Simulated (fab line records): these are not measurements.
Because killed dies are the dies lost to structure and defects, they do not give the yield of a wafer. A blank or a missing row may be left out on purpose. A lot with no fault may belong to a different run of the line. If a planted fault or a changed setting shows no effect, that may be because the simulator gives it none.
Which tool is to blame?	flow nand-harc	Sampling: 23 lots, 69 wafers, 6 of 1159 route steps

== WHAT THE GAUGES READ, wafer by wafer ==
The record lacks any reading of a measuring or inspecting step that a usual standard deviation could be used to judge.

== TOOL THAT RAN EACH LOT (tool first, then ch and the chambers of the sampled wafers, then the start) ==
lot	NHARC_A_STAIRCASE_ETCH_315	NHARC_A_STAIRCASE_ETCH_444	NHARC_A_STAIRCASE_ETCHBACK_422	NHARC_A_SGD_CUT_CMP_21	NHARC_A_SGD_CUT_ETCHBACK_24	NHARC_A_SLIT_ETCH_15
L075	rie-diel-02 ch 0,2,3, day 13 05:19 or earlier	rie-diel-09 ch 0,1,2, day 13 05:19	rie-diel-09 ch 1,2,3, day 13 08:56	cmp-01 ch 0,1,2, day 13 17:41	rie-diel-06 ch 0,1,2, day 13 18:10	rie-diel-07 ch 0,1,3, no start
L074	rie-diel-03 ch 0,1,2, day 13 05:42 or earlier	rie-diel-02 ch 1,2,3, day 13 05:42	rie-diel-03 ch 0,3, day 13 08:50	cmp-04 ch 0,2,3, day 13 17:44	rie-diel-05 ch 1,2,3, day 13 18:11	rie-diel-04 ch 0,1, no start
L077	rie-diel-02 ch 0,2,3, day 14 03:19 or earlier	rie-diel-03 ch 1,2, day 14 03:19	rie-diel-03 ch 2,3, day 14 06:42	cmp-04 ch 1,3, day 14 16:41	rie-diel-05 ch 1,2,3, day 14 17:09	rie-diel-11 ch 0,1,3, no start
L079	rie-diel-03 ch 1,2, day 14 16:17 or earlier	rie-diel-09 ch 0,1, day 14 16:17	rie-diel-03 ch 0,3, day 14 19:59	cmp-01 ch 0,1, day 15 05:25	rie-diel-12 ch 1,2,3, day 15 06:01	rie-diel-11 ch 0,3, no start
L078	rie-diel-03 ch 2,3, day 14 15:08 or earlier	rie-diel-03 ch 0,2,3, day 14 15:08	rie-diel-09 ch 2,3, day 14 18:16	cmp-02 ch 0,2,3, day 15 05:36	rie-diel-06 ch 0,3, day 15 06:04	rie-diel-11 ch 0,1, no start
L081	rie-diel-02 ch 0,1,2, day 14 14:50 or earlier	rie-diel-09 ch 1,2,3, day 14 14:50	rie-diel-09 ch 1,2,3, day 14 18:43	cmp-04 ch 0,1,3, day 15 05:24	rie-diel-12 ch 0,1,3, day 15 05:52	rie-diel-04 ch 0,1,3, no start
L080	rie-diel-03 ch 0,2,3, day 14 15:27 or earlier	rie-diel-02 ch 0,2,3, day 14 15:27	rie-diel-09 ch 1,2, day 14 18:22	cmp-02 ch 0,2,3, day 15 05:27	rie-diel-06 ch 1,2,3, day 15 05:55	rie-diel-04 ch 0,1,3, no start
L083	rie-diel-09 ch 0,1, day 15 14:45 or earlier	rie-diel-03 ch 0,1,2, day 15 14:45	rie-diel-09 ch 2,3, day 15 18:08	cmp-02 ch 0,1,2, day 16 03:30	rie-diel-12 ch 1,2,3, day 16 04:01	rie-diel-04 ch 1,2,3, no start
L082	rie-diel-09 ch 0,1,3, day 16 02:31 or earlier	rie-diel-03 ch 0,3, day 16 02:31	rie-diel-03 ch 0,1,2, day 16 06:17	cmp-01 ch 0,3, day 16 13:37	rie-diel-05 ch 2,3, day 16 14:06	rie-diel-11 ch 0,3, no start
L084	rie-diel-03 ch 0,1,3, day 16 02:32 or earlier	rie-diel-02 ch 1,2, day 16 02:32	rie-diel-02 ch 1,2,3, day 16 06:00	cmp-04 ch 0,2,3, day 16 13:40	rie-diel-06 ch 0,1,3, day 16 14:07	rie-diel-04 ch 1,2,3, no start
L085	rie-diel-03 ch 0,1,2, day 16 20:56 or earlier	rie-diel-02 ch 1,2,3, day 16 20:56	rie-diel-09 ch 0,1,2, day 17 00:19	cmp-04 ch 0,2,3, day 17 08:08	rie-diel-05 ch 0,2,3, day 17 08:35	rie-diel-07 ch 0,2,3, no start
L086	rie-diel-03 ch 1,2,3, day 16 20:50 or earlier	rie-diel-09 ch 0,1,3, day 16 20:50	rie-diel-09 ch 0,2,3, day 17 00:26	cmp-02 ch 1,2,3, day 17 08:07	rie-diel-06 ch 0,1,2, day 17 08:35	rie-diel-07 ch 0,1,3, no start
L088	rie-diel-03 ch 0,1, day 16 21:28 or earlier	rie-diel-03 ch 2,3, day 16 21:28	rie-diel-02 ch 0,1,2, day 17 00:53	cmp-01 ch 1,2, day 17 08:07	rie-diel-06 ch 1,2,3, day 17 08:44	rie-diel-04 ch 0,1, no start
L087	rie-diel-02 ch 1,2, day 16 23:01 or earlier	rie-diel-03 ch 1,3, day 16 23:01	rie-diel-03 ch 0,1, day 17 02:25	cmp-04 ch 0,1,2, day 17 08:17	rie-diel-05 ch 1,2,3, day 17 08:47	rie-diel-04 ch 0,1,2, no start
L090	rie-diel-09 ch 0,1, day 17 15:34 or earlier	rie-diel-09 ch 0,1,2, day 17 15:34	rie-diel-09 ch 1,3, day 17 18:50	cmp-01 ch 0,1,2, day 18 02:35	rie-diel-12 ch 0,1, day 18 03:01	rie-diel-04 ch 1,2, no start
L089	rie-diel-03 ch 0,2,3, day 17 15:41 or earlier	rie-diel-02 ch 0,2, day 17 15:41	rie-diel-03 ch 2,3, day 17 19:05	cmp-04 ch 0,2,3, day 18 02:34	rie-diel-06 ch 1,2,3, day 18 03:02	rie-diel-11 ch 0,3, no start
L091	rie-diel-03 ch 0,1,3, day 18 03:14 or earlier	rie-diel-02 ch 1,3, day 18 03:14	rie-diel-02 ch 0,2,3, day 18 08:01	cmp-04 ch 0,1, day 18 15:23	rie-diel-12 ch 0,1,2, day 18 15:59	rie-diel-11 ch 1,2, no start
L092	rie-diel-09 ch 0,1,2, day 18 03:08 or earlier	rie-diel-03 ch 1,2, day 18 03:08	rie-diel-02 ch 0,3, day 18 07:27	cmp-02 ch 1,2,3, day 18 15:26	rie-diel-12 ch 0,2, day 18 15:52	rie-diel-04 ch 1,3, no start
L093	rie-diel-02 ch 0,1, day 18 04:53 or earlier	rie-diel-02 ch 1,3, day 18 04:53	rie-diel-09 ch 0,2, day 18 08:18	cmp-01 ch 2,3, day 18 15:23	rie-diel-05 ch 0,1,3, day 18 16:03	rie-diel-04 ch 0,2, no start
L094	rie-diel-02 ch 0,1,2, day 18 21:22 or earlier	rie-diel-09 ch 0,1,3, day 18 21:22	rie-diel-03 ch 0,1,3, day 19 01:26	cmp-02 ch 0,1,3, day 19 09:32	rie-diel-05 ch 1,2,3, day 19 09:59	rie-diel-11 ch 0,1,3, no start
L095	rie-diel-02 ch 0,1,3, day 19 08:35 or earlier	rie-diel-02 ch 0,1,3, day 19 08:35	rie-diel-02 ch 1,2, day 19 11:57	cmp-04 ch 1,3, day 19 20:30	rie-diel-05 ch 1,3, day 19 21:02	rie-diel-11 ch 1,2, no start
L096	rie-diel-02 ch 0,2, day 19 08:16 or earlier	rie-diel-03 ch 0,1,3, day 19 08:16	rie-diel-03 ch 0,1,3, day 19 11:55	cmp-02 ch 0,1,3, day 19 20:31	rie-diel-06 ch 2,3, day 19 20:58	rie-diel-07 ch 1,3, no start
L097	rie-diel-02 ch 1,3, day 19 20:01 or earlier	rie-diel-02 ch 0,1,3, day 19 20:01	rie-diel-09 ch 0,1,3, day 19 23:56	cmp-04 ch 0,1,2, day 20 07:51	rie-diel-06 ch 2,3, day 20 08:20	rie-diel-11 ch 0,2,3, no start
- NHARC_A_STAIRCASE_ETCH_315: etches the open film in C4F8/O2/Ar, target depth 2500 nm, time 607.1 s.
- NHARC_A_STAIRCASE_ETCH_444: etches the open film in C4F8/O2, target depth 10200 nm, time 3400 s.
- NHARC_A_STAIRCASE_ETCHBACK_422: etches the open film in CH3F/O2, target depth 40 nm, time 74.286 s.
- NHARC_A_SGD_CUT_CMP_21: polishes, target thk 148.19 nm.
- NHARC_A_SGD_CUT_ETCHBACK_24: etches the open film in CH3F/O2, target depth 50 nm, time 92.857 s.
- NHARC_A_SLIT_ETCH_15: etches the open film in O2/COS, target depth 3200 nm, time 832 s.

== AS READ BY THE TOOLS THEMSELVES (means over the sampled wafers that have a number; for cases with no such wafer, the mark the record gives instead) ==
NHARC_A_STAIRCASE_ETCH_315. Usual: oes-product-au 0.931 a.u., standard deviation 0.01; rf-vpp-V 1825 V, standard deviation 14.
lot	tool	oes-product-au (a.u.)	rf-vpp-V (V)	flag
L075	rie-diel-02	0.921	1829	
L074	rie-diel-03	0.935	1825	
L077	rie-diel-02	0.925	1829	
L079	rie-diel-03	0.935	1820	
L078	rie-diel-03	0.929	1834	
L081	rie-diel-02	0.919	1833	
L080	rie-diel-03	0.939	1825	
L083	rie-diel-09	0.944	1821	
L082	rie-diel-09	0.933	1832	
L084	rie-diel-03	0.929	1812	
L085	rie-diel-03	0.928	1824	
L086	rie-diel-03	0.931	1822	
L088	rie-diel-03	0.934	1810	
L087	rie-diel-02	0.922	1834	
L090	rie-diel-09	0.925	1820	
L089	rie-diel-03	0.938	1823	
L091	rie-diel-03	0.937	1811	
L092	rie-diel-09	0.919	1826	
L093	rie-diel-02	0.922	1827	
L094	rie-diel-02	0.926	1832	
L095	rie-diel-02	0.926	1822	
L096	rie-diel-02	0.932	1832	
L097	rie-diel-02	0.933	1817	

NHARC_A_STAIRCASE_ETCH_444. Usual: oes-product-au 0.934 a.u., standard deviation 0.02; rf-vpp-V 807 V, standard deviation 6.1.
lot	tool	oes-product-au (a.u.)	rf-vpp-V (V)	flag
L075	rie-diel-09	0.982	808	
L074	rie-diel-02	0.917	808	
L077	rie-diel-03	0.933	804	
L079	rie-diel-09	0.929	804	
L078	rie-diel-03	0.934	806	
L081	rie-diel-09	0.928	811	
L080	rie-diel-02	0.923	807	
L083	rie-diel-03	0.927	804	
L082	rie-diel-03	0.924	800	
L084	rie-diel-02	0.956	811	
L085	rie-diel-02	0.919	807	
L086	rie-diel-09	0.964	808	
L088	rie-diel-03	0.920	805	
L087	rie-diel-03	0.925	799	
L090	rie-diel-09	0.925	807	
L089	rie-diel-02	0.921	813	
L091	rie-diel-02	0.916	805	
L092	rie-diel-03	0.961	816	
L093	rie-diel-02	0.918	805	
L094	rie-diel-09	0.925	808	
L095	rie-diel-02	0.922	803	
L096	rie-diel-03	0.966	805	
L097	rie-diel-02	0.915	805	

NHARC_A_STAIRCASE_ETCHBACK_422. Usual: drypump-motor-current-A 5.7 A, standard deviation 0.35; oes-product-au 0.97 a.u., standard deviation 0.034; rf-vpp-V 244.2 V, standard deviation 2; showerhead-plenum-p-Torr 2.46 Torr, standard deviation 0.13; throttle-valve-pct 20.663 %, standard deviation 0.0081.
lot	tool	drypump-motor-current-A (A)	oes-product-au (a.u.)	rf-vpp-V (V)	showerhead-plenum-p-Torr (Torr)	throttle-valve-pct (%)	flag
L075	rie-diel-09	5.7	1.00	246.0	2.56	20.676	
L074	rie-diel-03	5.9	0.94	242.8	2.33	20.660	
L077	rie-diel-03	5.6	1.01	244.6	2.54	20.660	
L079	rie-diel-03	5.6	0.93	243.0	2.34	20.670	
L078	rie-diel-09	6.0	0.93	245.8	2.57	20.661	
L081	rie-diel-09	5.7	1.00	245.2	2.56	20.665	
L080	rie-diel-09	5.5	0.93	245.1	2.51	20.654	
L083	rie-diel-09	6.0	0.94	246.9	2.57	20.664	
L082	rie-diel-03	5.4	1.00	243.2	2.43	20.662	
L084	rie-diel-02	5.7	1.00	244.9	2.47	20.673	
L085	rie-diel-09	5.4	0.92	244.1	2.45	20.660	
L086	rie-diel-09	5.8	1.00	245.3	2.47	20.665	
L088	rie-diel-02	5.8	0.99	245.2	2.51	20.659	
L087	rie-diel-03	5.6	1.01	242.5	2.30	20.664	
L090	rie-diel-09	5.5	0.99	245.5	2.58	20.666	
L089	rie-diel-03	5.6	0.99	245.1	2.52	20.657	
L091	rie-diel-02	5.8	1.00	244.6	2.46	20.660	
L092	rie-diel-02	5.7	0.93	243.1	2.40	20.667	
L093	rie-diel-09	5.6	0.94	243.8	2.42	20.667	
L094	rie-diel-03	5.7	1.00	243.3	2.43	20.654	
L095	rie-diel-02	5.8	0.99	246.0	2.56	20.658	
L096	rie-diel-03	5.7	1.00	244.5	2.43	20.665	
L097	rie-diel-09	5.7	1.00	244.1	2.49	20.663	

NHARC_A_SGD_CUT_CMP_21. Usual: motor-current-A 11.5 A, standard deviation 1.3; slurry-filter-dp-kPa 13.48 kPa, standard deviation 0.14; time-to-endpoint-s 52 s, standard deviation 3.
lot	tool	motor-current-A (A)	slurry-filter-dp-kPa (kPa)	time-to-endpoint-s (s)	flag
L075	cmp-01	12.8	13.43	46	
L074	cmp-04	11.5	13.48	56	
L077	cmp-04	12.0	13.48	51	
L079	cmp-01	12.0	13.69	50	
L078	cmp-02	10.9	13.48	53	
L081	cmp-04	12.0	13.42	53	
L080	cmp-02	11.1	13.63	50	
L083	cmp-02	10.5	13.42	53	
L082	cmp-01	12.3	13.44	48	
L084	cmp-04	11.1	13.42	53	
L085	cmp-04	11.1	13.44	54	
L086	cmp-02	10.8	13.43	49	
L088	cmp-01	12.0	13.37	56	
L087	cmp-04	11.2	13.46	53	
L090	cmp-01	13.1	13.52	54	
L089	cmp-04	10.9	13.43	55	
L091	cmp-04	12.0	13.34	53	
L092	cmp-02	10.4	13.60	54	
L093	cmp-01	12.5	13.43	50	
L094	cmp-02	10.8	13.49	53	
L095	cmp-04	12.3	13.38	54	
L096	cmp-02	10.5	13.57	53	
L097	cmp-04	11.1	13.44	51	

NHARC_A_SGD_CUT_ETCHBACK_24. Usual: drypump-motor-current-A 5.6 A, standard deviation 0.52; oes-product-au 0.96 a.u., standard deviation 0.037; rf-vpp-V 244.1 V, standard deviation 1.7; showerhead-plenum-p-Torr 2.44 Torr, standard deviation 0.11; throttle-valve-pct 20.662 %, standard deviation 0.0091.
lot	tool	drypump-motor-current-A (A)	oes-product-au (a.u.)	rf-vpp-V (V)	showerhead-plenum-p-Torr (Torr)	throttle-valve-pct (%)	flag
L075	rie-diel-06	5.6	1.00	243.5	2.41	20.653	
L074	rie-diel-05	6.0	0.96	245.1	2.45	20.659	
L077	rie-diel-05	6.0	0.93	243.7	2.44	20.665	
L079	rie-diel-12	5.3	1.00	244.7	2.46	20.674	
L078	rie-diel-06	5.2	1.00	243.3	2.37	20.670	
L081	rie-diel-12	5.3	1.00	242.7	2.36	20.657	
L080	rie-diel-06	5.8	0.93	243.6	2.44	20.651	
L083	rie-diel-12	5.3	0.99	244.7	2.46	20.659	
L082	rie-diel-05	5.7	0.93	243.6	2.45	20.661	
L084	rie-diel-06	5.3	0.97	243.0	2.36	20.661	
L085	rie-diel-05	5.5	0.92	244.0	2.49	20.664	
L086	rie-diel-06	5.6	0.93	243.8	2.40	20.656	
L088	rie-diel-06	5.8	1.01	244.8	2.44	20.659	
L087	rie-diel-05	6.0	1.00	244.4	2.44	20.660	
L090	rie-diel-12	5.3	0.99	241.9	2.30	20.659	
L089	rie-diel-06	5.8	1.00	243.5	2.44	20.657	
L091	rie-diel-12	5.3	0.92	243.4	2.40	20.662	
L092	rie-diel-12	5.4	0.91	244.0	2.41	20.668	
L093	rie-diel-05	5.7	0.92	245.1	2.48	20.666	
L094	rie-diel-05	6.0	0.94	244.5	2.44	20.660	
L095	rie-diel-05	6.3	0.93	244.1	2.42	20.663	
L096	rie-diel-06	6.0	0.94	245.3	2.50	20.663	
L097	rie-diel-06	5.8	0.95	244.4	2.46	20.670	

NHARC_A_SLIT_ETCH_15. Usual: drypump-motor-current-A 6.0 A, standard deviation 0.43; oes-product-au 1.001 a.u., standard deviation 0.0099; rf-vpp-V 314.8 V, standard deviation 2; showerhead-plenum-p-Torr 3.17 Torr, standard deviation 0.11; throttle-valve-pct 28.330 %, standard deviation 0.0086.
lot	tool	drypump-motor-current-A (A)	oes-product-au (a.u.)	rf-vpp-V (V)	showerhead-plenum-p-Torr (Torr)	throttle-valve-pct (%)	flag
L075	rie-diel-07	5.5	1.011	314.9	3.19	28.332	
L074	rie-diel-04	6.2	1.005	315.4	3.19	28.338	
L077	rie-diel-11	5.9	1.010	314.4	3.19	28.332	
L079	rie-diel-11	5.8	1.004	316.8	3.29	28.338	
L078	rie-diel-11	6.2	1.005	314.3	3.16	28.323	
L081	rie-diel-04	6.2	1.008	315.3	3.19	28.331	
L080	rie-diel-04	6.2	1.000	315.3	3.19	28.330	
L083	rie-diel-04	6.3	0.995	314.8	3.17	28.329	
L082	rie-diel-11	5.4	0.997	316.4	3.32	28.329	
L084	rie-diel-04	6.3	0.999	315.8	3.17	28.326	
L085	rie-diel-07	5.5	0.997	312.6	3.06	28.322	
L086	rie-diel-07	5.5	1.011	315.5	3.18	28.336	
L088	rie-diel-04	6.3	1.001	314.1	3.18	28.328	
L087	rie-diel-04	6.3	1.001	315.0	3.16	28.329	
L090	rie-diel-04	6.3	0.995	315.0	3.16	28.344	
L089	rie-diel-11	5.4	0.993	317.3	3.31	28.327	
L091	rie-diel-11	6.1	0.993	313.3	3.08	28.335	
L092	rie-diel-04	6.2	0.991	315.1	3.19	28.324	
L093	rie-diel-04	6.2	1.018	314.7	3.16	28.333	
L094	rie-diel-11	5.9	0.997	314.5	3.18	28.327	
L095	rie-diel-11	6.1	1.005	313.6	3.07	28.332	
L096	rie-diel-07	5.7	0.994	316.3	3.21	28.328	
L097	rie-diel-11	5.7	0.990	315.8	3.24	28.343	

== THE ANSWER, worked out from the rows above alone ==
Rule: a lot counts as off when the mean over its wafers that have a number is more than 3 standard deviations away from the usual mean. A lot without any number at a reading at which 4 lots or more have one is off too. The other lots that the step has rows for count as sound. Order of review: gauges by route order, followed by the tools' own readings, for which a lot's mean as printed above is used. At the first step where some lot is off, the reading lying furthest off is the one used; lots without a number count as furthest.
No lot is off at any reading shown: from this, nothing can be told.

== WHAT THE SIMULATOR PUT IN ==
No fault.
